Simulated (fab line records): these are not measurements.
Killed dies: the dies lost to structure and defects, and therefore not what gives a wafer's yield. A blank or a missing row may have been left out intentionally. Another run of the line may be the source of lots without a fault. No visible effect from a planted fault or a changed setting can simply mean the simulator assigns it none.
fab line records + flow n5Finfet
record
- lots=10
- wafers=29
- lastDay=16
route steps=1938 shown HKMG_FIN@388 BEOL_M4@1086
lots that met no fault: from a run of the same line without faults
startH: start of the lot's first displayed wafer, in hours after the record's first day + waitH: how many hours have passed since the lot's step before this one + " identical to the entry in the row above + L1.1+2: several wafers, shown together as one row + - either no value or no given start + * or withheld: withheld + < > ~ a bound
route shown NAME@n: names a module that has steps shown in the file, with the first one's number in the route + usual: mean and standard deviation over wafers with no fault + same: alike in all rows + chamber/n: place in a boat + sites: the reading at each site + _std_site: standard deviation across them + _edge_site: inner sites' mean taken away from outer sites' mean + radiusMm: how far each site lies from the wafer's centre + mask NAME#n: copy n + behind: the tool/chamber that last shaped the wafer + hold: what put the lot on hold/how long, in hours/how the hold closed + device: whichever transistor did not switch (one of n, p or np) + end of line: tests run on the same wafers once the route is complete + a step given without rows: its recipe and nothing more + killed: not the wafer's yield, but the dies lost to structure and defects at the first sort + map: dies across one wafer; x = killed, . = not, _ = none there
set.NAME: the setting as run; set.NAME@STEP: as run at that earlier step + model.NAME: the simulator's own value behind a step, which no gauge read
steps of the route over a sample of lots; a table a step, a row a wafer
services: a tool's chamber out of use, with start hour (startH, from the record's first day; less than 0 if before it), hours out, and reason
## steps
# step N5_HKMG_FIN_ALD_74
# recipe
- material=La2O3
- targetThkA=5
- tempC=250
- aldPrecursorFamily=La-Cp
- aldCoReactant=O3
- pulseTimeS=6
- coReactantPulseTimeS=1
- purgeTimeS=3
- coReactantPurgeTimeS=3
# usual
- heaterPowerW=322/30
- precursorPulseHeightRel=1.002/0.017
| lot.wafer | tool     | chamber | startH | waitH | heaterPowerW | precursorPulseHeightRel |
|-----------|----------|---------|--------|-------|--------------|-------------------------|
| L851.1    | aldHk-03 | 2       | 72.38  | 0.2   | 373          | 1.012                   |
| L851.3    | "        | 1       | "      | "     | 369          | 1.008                   |
| L851.6    | "        | 2       | "      | "     | 364          | 1.009                   |
| L852.1    | aldHk-02 | 0       | 83.06  | 0.2   | 304          | 1.006                   |
| L852.3    | "        | 3       | "      | "     | 314          | 0.982                   |
| L852.6    | "        | 0       | "      | "     | 310          | 0.978                   |
| L855.1    | aldHk-02 | 2       | 96.63  | 0.2   | 271          | 1.017                   |
| L855.2    | "        | 3       | "      | "     | 309          | 1.020                   |
| L855.5    | "        | 3       | "      | "     | 302          | 0.980                   |
| L858.3    | aldHk-02 | 3       | 114.70 | 0.1   | 305          | 1.009                   |
| L858.5    | "        | 1       | "      | "     | 331          | 1.012                   |
| L858.6    | "        | 2       | "      | "     | 278          | 1.003                   |
| L859.1    | aldHk-02 | 3       | 121.34 | 0.2   | 302          | 1.006                   |
| L859.2    | "        | 1       | "      | "     | 319          | 0.975                   |
| L859.5    | "        | 2       | "      | "     | 279          | 1.010                   |
| L860.2    | aldHk-02 | 0       | 126.19 | 0.2   | 306          | 0.992                   |
| L860.3    | "        | 3       | "      | "     | 312          | 0.996                   |
| L860.4    | "        | 1       | "      | "     | 319          | 1.005                   |
| L867.3    | aldHk-02 | 2       | 167.58 | 0.1   | 274          | 1.003                   |
| L867.4    | "        | 1       | "      | "     | 323          | 1.040                   |
| L869.1    | aldHk-01 | 3       | 180.69 | 0.2   | 309          | 0.952                   |
| L869.2    | "        | 0       | "      | "     | 377          | 1.026                   |
| L869.4    | "        | 2       | "      | "     | 324          | 1.031                   |
| L870.2    | aldHk-01 | 0       | 183.52 | 0.2   | 377          | 0.987                   |
| L870.5    | "        | 3       | "      | "     | 300          | 0.983                   |
| L870.6    | "        | 0       | "      | "     | 381          | 1.006                   |
| L872.1    | aldHk-03 | 1       | 197.16 | 0.2   | 367          | 0.996                   |
| L872.2    | "        | 0       | "      | "     | 357          | 0.996                   |
| L872.6    | "        | 3       | "      | "     | 341          | 1.017                   |
# step N5_BEOL_M4_SPUTTER_79
# recipe
- material=Cu
- targetThkA=45
- tempC=-20
- chamberPressurePa=0.07
- powerW=withheld
- timeS=8.29
# usual
- throttleValvePct=30.3/1.1
| lot.wafer | tool          | chamber | startH | waitH | throttleValvePct |
|-----------|---------------|---------|--------|-------|------------------|
| L851.1    | pvdSputter-01 | -       | 156.53 | 0.1   | 31.5             |
| L851.3    | "             | -       | "      | "     | 31.0             |
| L851.6    | "             | -       | "      | "     | 30.9             |
| L852.1    | pvdSputter-03 | -       | 168.30 | 0.1   | 31.9             |
| L852.3    | "             | -       | "      | "     | 30.2             |
| L852.6    | "             | -       | "      | "     | 29.1             |
| L855.1    | pvdSputter-01 | -       | 196.42 | 0.1   | 29.6             |
| L855.2    | "             | -       | "      | "     | 31.0             |
| L855.5    | "             | -       | "      | "     | 31.6             |
| L858.3    | pvdSputter-01 | -       | 199.19 | 0.1   | 29.6             |
| L858.5    | "             | -       | "      | "     | 31.5             |
| L858.6    | "             | -       | "      | "     | 31.2             |
| L859.1    | pvdSputter-02 | -       | 201.40 | 0.1   | 28.9             |
| L859.2    | "             | -       | "      | "     | 30.2             |
| L859.5    | "             | -       | "      | "     | 31.4             |
| L860.2    | pvdSputter-03 | -       | 213.94 | 0.1   | 29.1             |
| L860.3    | "             | -       | "      | "     | 28.4             |
| L860.4    | "             | -       | "      | "     | 31.9             |
| L867.3    | pvdSputter-03 | -       | 259.87 | 0.1   | 28.6             |
| L867.4    | "             | -       | "      | "     | 29.1             |
| L869.1    | pvdSputter-02 | -       | 264.65 | 0.1   | 30.4             |
| L869.2    | "             | -       | "      | "     | 29.2             |
| L869.4    | "             | -       | "      | "     | 31.3             |
| L870.2    | pvdSputter-03 | -       | 270.96 | 0.1   | 28.2             |
| L870.5    | "             | -       | "      | "     | 31.6             |
| L870.6    | "             | -       | "      | "     | 29.3             |
| L872.1    | pvdSputter-01 | -       | 287.64 | 0.1   | 30.9             |
| L872.2    | "             | -       | "      | "     | 29.4             |
| L872.6    | "             | -       | "      | "     | 30.8             |
# step N5_BEOL_M4_SPUTTER_90
# recipe
- material=Cu
- targetThkA=45
- tempC=-20
- chamberPressurePa=0.07
- powerW=withheld
- timeS=8.29
# usual
- throttleValvePct=30.3/1.1
| lot.wafer | tool          | chamber | startH | waitH | throttleValvePct |
|-----------|---------------|---------|--------|-------|------------------|
| L851.1    | pvdSputter-01 | -       | 157.41 | 0.1   | 31.5             |
| L851.3    | "             | -       | "      | "     | 31.1             |
| L851.6    | "             | -       | "      | "     | 30.9             |
| L852.1    | pvdSputter-03 | -       | 169.18 | 0.1   | 31.7             |
| L852.3    | "             | -       | "      | "     | 30.4             |
| L852.6    | "             | -       | "      | "     | 29.1             |
| L855.1    | pvdSputter-01 | -       | 197.30 | 0.1   | 29.5             |
| L855.2    | "             | -       | "      | "     | 31.0             |
| L855.5    | "             | -       | "      | "     | 31.6             |
| L858.3    | pvdSputter-01 | -       | 200.07 | 0.1   | 29.6             |
| L858.5    | "             | -       | "      | "     | 31.3             |
| L858.6    | "             | -       | "      | "     | 31.0             |
| L859.1    | pvdSputter-02 | -       | 202.28 | 0.1   | 29.0             |
| L859.2    | "             | -       | "      | "     | 30.1             |
| L859.5    | "             | -       | "      | "     | 31.5             |
| L860.2    | pvdSputter-03 | -       | 214.82 | 0.1   | 29.2             |
| L860.3    | "             | -       | "      | "     | 28.6             |
| L860.4    | "             | -       | "      | "     | 31.8             |
| L867.3    | pvdSputter-03 | -       | 260.75 | 0.1   | 28.4             |
| L867.4    | "             | -       | "      | "     | 29.2             |
| L869.1    | pvdSputter-02 | -       | 265.53 | 0.1   | 30.2             |
| L869.2    | "             | -       | "      | "     | 28.7             |
| L869.4    | "             | -       | "      | "     | 31.6             |
| L870.2    | pvdSputter-03 | -       | 271.84 | 0.1   | 28.4             |
| L870.5    | "             | -       | "      | "     | 31.7             |
| L870.6    | "             | -       | "      | "     | 29.1             |
| L872.1    | pvdSputter-01 | -       | 288.52 | 0.1   | 31.0             |
| L872.2    | "             | -       | "      | "     | 29.4             |
| L872.6    | "             | -       | "      | "     | 30.8             |
# step N5_BEOL_M4_ANNEAL_93
# recipe
- tempC=400
- timeS=240
- ambient=vacuum
# usual
- heaterPowerW=914/120
| lot.wafer | tool          | chamber | startH | waitH | heaterPowerW |
|-----------|---------------|---------|--------|-------|--------------|
| L851.1    | pvdSputter-01 | -       | 157.71 | 0.0   | 1020         |
| L851.3    | "             | -       | "      | "     | 1093         |
| L851.6    | "             | -       | "      | "     | 1076         |
| L852.1    | pvdSputter-03 | -       | 169.48 | 0.0   | 932          |
| L852.3    | "             | -       | "      | "     | 684          |
| L852.6    | "             | -       | "      | "     | 955          |
| L855.1    | pvdSputter-01 | -       | 197.60 | 0.0   | 905          |
| L855.2    | "             | -       | "      | "     | 827          |
| L855.5    | "             | -       | "      | "     | 1020         |
| L858.3    | pvdSputter-01 | -       | 200.37 | 0.0   | 897          |
| L858.5    | "             | -       | "      | "     | 1032         |
| L858.6    | "             | -       | "      | "     | 1052         |
| L859.1    | pvdSputter-02 | -       | 202.58 | 0.0   | 1130         |
| L859.2    | "             | -       | "      | "     | 758          |
| L859.5    | "             | -       | "      | "     | 905          |
| L860.2    | pvdSputter-03 | -       | 215.12 | 0.0   | 957          |
| L860.3    | "             | -       | "      | "     | 780          |
| L860.4    | "             | -       | "      | "     | 980          |
| L867.3    | pvdSputter-03 | -       | 261.05 | 0.0   | 774          |
| L867.4    | "             | -       | "      | "     | 970          |
| L869.1    | pvdSputter-02 | -       | 265.83 | 0.0   | 774          |
| L869.2    | "             | -       | "      | "     | 1152         |
| L869.4    | "             | -       | "      | "     | 928          |
| L870.2    | pvdSputter-03 | -       | 272.14 | 0.0   | 768          |
| L870.5    | "             | -       | "      | "     | 949          |
| L870.6    | "             | -       | "      | "     | 948          |
| L872.1    | pvdSputter-01 | -       | 288.82 | 0.0   | 1030         |
| L872.2    | "             | -       | "      | "     | 879          |
| L872.6    | "             | -       | "      | "     | 854          |
# step N5_BEOL_M4_RC_MEAS_101
# usual
- DIBL_N=35.8/1.8
- DIBL_P=35.6/2
- IOFF_N=0.148/0.028
- IOFF_P=0.20/0.034
- IOFF_P_LONG=0.000107/9.6e-06
- ION_N=672/12
- ION_P=462/8.5
- SS_N=71.2/0.65
- SS_P=73.1/0.67
- VT_N=251/3.3
- VT_N_LVT=100/3.3
- VT_P=-251/3.8
- VT_P_LONG=-275/3.6
| lot.wafer | tool      | chamber | startH | waitH | DIBL_N[mV/V] | DIBL_P[mV/V] | IOFF_N[nA/um] | IOFF_P[nA/um] | IOFF_P_LONG[nA/um] | ION_N[uA/um] | ION_P[uA/um] | SS_N[mV/dec] | SS_P[mV/dec] | VT_N[mV] | VT_N_LVT[mV] | VT_P[mV] | VT_P_LONG[mV] |
|-----------|-----------|---------|--------|-------|--------------|--------------|---------------|---------------|--------------------|--------------|--------------|--------------|--------------|----------|--------------|----------|---------------|
| L851.1    | prober-02 | 0       | 159.17 | 0.0   | 34.6         | 35.2         | 0.150         | 0.16          | 9.3e-05            | 674          | 449          | 71.1         | 72.6         | 252      | 97           | -258     | -281          |
| L851.3    | "         | 0       | "      | "     | 32.9         | 34.3         | 0.119         | 0.15          | 8.9e-05            | 660          | 454          | 70.7         | 72.5         | 253      | 100          | -257     | -281          |
| L851.6    | "         | 0       | "      | "     | 34.0         | 36.4         | 0.145         | 0.17          | 9e-05              | 677          | 459          | 71.5         | 73.4         | 251      | 97           | -255     | -281          |
| L852.1    | prober-01 | 0       | 170.97 | 0.0   | 37.7         | 38.6         | 0.156         | 0.22          | 0.000101           | 647          | 451          | 72.1         | 73.9         | 252      | 101          | -247     | -276          |
| L852.3    | "         | 0       | "      | "     | 36.9         | 36.7         | 0.151         | 0.20          | 0.000109           | 672          | 461          | 70.9         | 72.5         | 252      | 99           | -248     | -275          |
| L852.6    | "         | 0       | "      | "     | 36.8         | 37.4         | 0.145         | 0.21          | 0.0001             | 674          | 464          | 70.4         | 73.5         | 250      | 100          | -248     | -275          |
| L855.1    | prober-01 | 0       | 199.23 | 0.0   | 36.3         | 37.7         | 0.161         | 0.19          | 9.8e-05            | 686          | 464          | 71.5         | 72.9         | 250      | 97           | -256     | -278          |
| L855.2    | "         | 0       | "      | "     | 35.4         | 38.2         | 0.152         | 0.20          | 9.7e-05            | 674          | 463          | 71.5         | 72.6         | 252      | 98           | -254     | -279          |
| L855.5    | "         | 0       | "      | "     | 36.7         | 37.9         | 0.165         | 0.19          | 9.7e-05            | 671          | 461          | 71.0         | 73.1         | 250      | 98           | -256     | -279          |
| L858.3    | prober-01 | 0       | 202.41 | 0.3   | 38.1         | 36.8         | 0.191         | 0.26          | 0.000121           | 692          | 481          | 71.9         | 72.9         | 247      | 96           | -244     | -270          |
| L858.5    | "         | 0       | "      | "     | 37.8         | 36.6         | 0.178         | 0.26          | 0.000119           | 686          | 475          | 71.9         | 73.2         | 247      | 98           | -242     | -267          |
| L858.6    | "         | 0       | "      | "     | 37.9         | 36.3         | 0.174         | 0.23          | 0.000123           | 685          | 468          | 71.4         | 73.2         | 248      | 98           | -246     | -273          |
| L859.1    | prober-01 | 0       | 204.22 | 0.0   | 33.9         | 31.6         | 0.107         | 0.17          | 0.000115           | 652          | 459          | 70.5         | 72.6         | 255      | 105          | -251     | -274          |
| L859.2    | "         | 0       | "      | "     | 36.2         | 35.5         | 0.157         | 0.23          | 0.000119           | 682          | 474          | 71.4         | 73.2         | 250      | 99           | -246     | -271          |
| L859.5    | "         | 0       | "      | "     | 36.4         | 35.4         | 0.153         | 0.22          | 0.000115           | 667          | 462          | 71.6         | 73.1         | 250      | 100          | -247     | -273          |
| L860.2    | prober-02 | 0       | 218.26 | 0.2   | 34.6         | 34.3         | 0.121         | 0.19          | 0.000115           | 663          | 457          | 70.1         | 73.5         | 253      | 104          | -249     | -272          |
| L860.3    | "         | 0       | "      | "     | 35.9         | 35.7         | 0.136         | 0.21          | 0.000109           | 674          | 467          | 71.3         | 72.8         | 252      | 102          | -247     | -272          |
| L860.4    | "         | 0       | "      | "     | 35.2         | 34.7         | 0.137         | 0.19          | 0.000114           | 677          | 468          | 70.8         | 72.4         | 250      | 101          | -249     | -272          |
| L867.3    | prober-01 | 0       | 262.82 | 0.3   | 34.0         | 33.9         | 0.121         | 0.17          | 0.000101           | 668          | 460          | 71.3         | 72.1         | 255      | 102          | -254     | -277          |
| L867.4    | "         | 0       | "      | "     | 33.2         | 32.5         | 0.106         | 0.27          | 0.000156           | 656          | 478          | 70.4         | 72.6         | 255      | 123          | -240     | -260          |
| L869.1    | prober-01 | 0       | 267.31 | 0.0   | 38.5         | 39.8         | 0.191         | 0.25          | 9.6e-05            | 679          | 463          | 72.1         | 73.7         | 248      | 95           | -248     | -277          |
| L869.2    | "         | 0       | "      | "     | 35.8         | 34.5         | 0.137         | 0.17          | 9.8e-05            | 663          | 454          | 71.6         | 73.0         | 252      | 100          | -252     | -277          |
| L869.4    | "         | 0       | "      | "     | 35.6         | 36.1         | 0.146         | 0.18          | 0.000102           | 683          | 466          | 71.5         | 73.1         | 251      | 98           | -255     | -276          |
| L870.2    | prober-02 | 0       | 273.91 | 0.2   | 36.9         | 35.4         | 0.152         | 0.17          | 0.000105           | 679          | 453          | 70.9         | 73.3         | 251      | 99           | -255     | -273          |
| L870.5    | "         | 0       | "      | "     | 36.9         | 36.1         | 0.153         | 0.18          | 0.000101           | 675          | 451          | 71.9         | 72.9         | 252      | 100          | -254     | -276          |
| L870.6    | "         | 0       | "      | "     | 35.5         | 35.7         | 0.140         | 0.18          | 0.00011            | 682          | 465          | 71.0         | 73.2         | 251      | 99           | -252     | -277          |
| L872.1    | prober-01 | 0       | 290.31 | 0.0   | 38.6         | 41.2         | 0.200         | 0.27          | 0.000105           | 678          | 464          | 72.5         | 74.2         | 245      | 96           | -247     | -273          |
| L872.2    | "         | 0       | "      | "     | 37.8         | 39.5         | 0.181         | 0.24          | 0.0001             | 684          | 462          | 71.2         | 73.9         | 247      | 95           | -249     | -272          |
| L872.6    | "         | 0       | "      | "     | 38.0         | 39.9         | 0.183         | 0.25          | 0.000105           | 682          | 472          | 72.0         | 74.1         | 250      | 96           | -247     | -275          |
## services
| tool          | chamber | startH | hours | kind   |
|---------------|---------|--------|-------|--------|
| pvdSputter-03 | -       | 55.67  | 2.4   | repair |
| aldHk-02      | -       | 102.69 | 0.2   | repair |
| aldHk-03      | -       | 167.10 | 2.8   | pm     |
## key
firstSign
- step=N5_BEOL_M4_RC_MEAS_101
- reading=VT_N_LVT
- direction=up
- sigmas=7.1
- usual=100
- struck=123
effect
- step=N5_BEOL_M4_RC_MEAS_101
- reading=IOFF_P_LONG
- direction=up
- sigmas=5.2
- usual=0.000107
- struck=0.000156
effect
- step=N5_BEOL_M4_RC_MEAS_101
- reading=VT_P_LONG
- direction=up
- sigmas=4.3
- usual=-275
- struck=-260
metAt N5_HKMG_FIN_ALD_74
struckLots L867
struckWafers L867.4
notActingAt N5_BEOL_M4_SPUTTER_79,N5_BEOL_M4_SPUTTER_90,N5_BEOL_M4_ANNEAL_93
onsetBetween 126.19 167.58
fault
- kind=processParameterDrift
- tool=aldHk-02
- chamber=-
- onsetH=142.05
- steps=N5_HKMG_FIN_ALD_74
- channel=targetThkA
- offset=*
- shape=step
- endH=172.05
- scope=struckWafersOnly
- actsIn=*
- stated=*
